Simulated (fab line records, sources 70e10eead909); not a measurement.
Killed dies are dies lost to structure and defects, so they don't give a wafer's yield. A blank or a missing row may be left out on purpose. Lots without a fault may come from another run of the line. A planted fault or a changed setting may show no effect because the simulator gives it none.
Problem report in the 8D (eight disciplines) form, filled by code | flow nand_harc | the parts of the form that need people (team, actions taken, sign-off) are left out

1. THE PROBLEM
killed_at_array at NHARC_END_SORT_01 reads a mean of 672 on 6 wafers of 2 lots; wafers without a fault read 44 with a standard deviation of 16. That is +39 standard deviations from the usual mean.
First seen on wafer L264.1, day 30 08:06, on prober-01. The record holds 6 wafers of 2 lots with a number at this step. Rule for "out", or "out of limits": more than 4 standard deviations from the usual mean. The other wafers with a number count as sound.

2. WHAT IT IS AND WHAT IT IS NOT
question                    | is                           | is not
which readings at this step | killed_at_array, killed_dies | killed_at_other, killed_at_periphery, killed_open, killed_short
which lots                  | L263, L264                   | -
which wafers of those lots  | all that have a number       | -
read on which gauges        | prober-01, prober-02         | -
when                        | from day 30 08:06            | up to then (0 sound wafers)

3. SUSPECTS, AND WHAT RULES EACH OUT
Counting: a tool at a process step up to the reading stays a suspect if it ran every lot that is out and no sound lot after the first of them.
- the gauge at NHARC_END_SORT_01: ruled out. The wafers that are out were read on 2 gauges (prober-01, prober-02).
- rie_diel-01 at NHARC_A_CONTACT_ETCH_97 (etches the open film in C4F6/O2, target depth 20 nm, time 10 s): kept. It ran every lot that is out, first L263 (day 28 00:58), and no sound lot after that.
Left after counting: rie_diel-01 at NHARC_A_CONTACT_ETCH_97.

4. THE CAUSE (what the simulator had put in)
Skipped step whole: rie_diel-01, from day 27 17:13 on, at NHARC_A_CONTACT_ETCH_97. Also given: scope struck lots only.
Counting left only this tool.

5. THE CHAIN OF EFFECTS, in route order
Each row: a reading whose mean over the struck wafers that have a number lies more than 3 standard deviations from the usual. Only readings for which the record gives a usual standard deviation are gone through. hours: the time from each lot's start at the first step in this table that gives one to its start at this step, as a median over the lots. sigmas: the change in usual standard deviations.
hours | step              | reading         | usual | on struck wafers | change | sigmas
0     | NHARC_END_SORT_01 | killed_at_array | 44    | 672              | +628   | +39
0     | NHARC_END_SORT_01 | killed_dies     | 48    | 677              | +629   | +39
Readings that are blank on the struck wafers while sound wafers have them: bias_w at NHARC_A_CONTACT_ETCH_97; c4f6_flow_sccm at NHARC_A_CONTACT_ETCH_97; drypump_motor_current_A at NHARC_A_CONTACT_ETCH_97; oes_product_au at NHARC_A_CONTACT_ETCH_97; rf_vpp_V at NHARC_A_CONTACT_ETCH_97; showerhead_plenum_p_Torr at NHARC_A_CONTACT_ETCH_97; throttle_valve_pct at NHARC_A_CONTACT_ETCH_97.

6. WHAT WOULD HAVE CAUGHT IT SOONER
In this record the first reading out of limits at a measuring or inspecting step was taken at day 30 08:06, 63 hours after the fault began at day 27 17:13.
At NHARC_A_CONTACT_ETCH_97 the tool's readings are blank on the struck wafers, where sound wafers have them: an empty tool record is the first sign, and it was there at once.
All the lots that are out (2) had begun NHARC_A_CONTACT_ETCH_97 on rie_diel-01 by day 30 08:06. A hold on the tool at that time would have spared none of them.
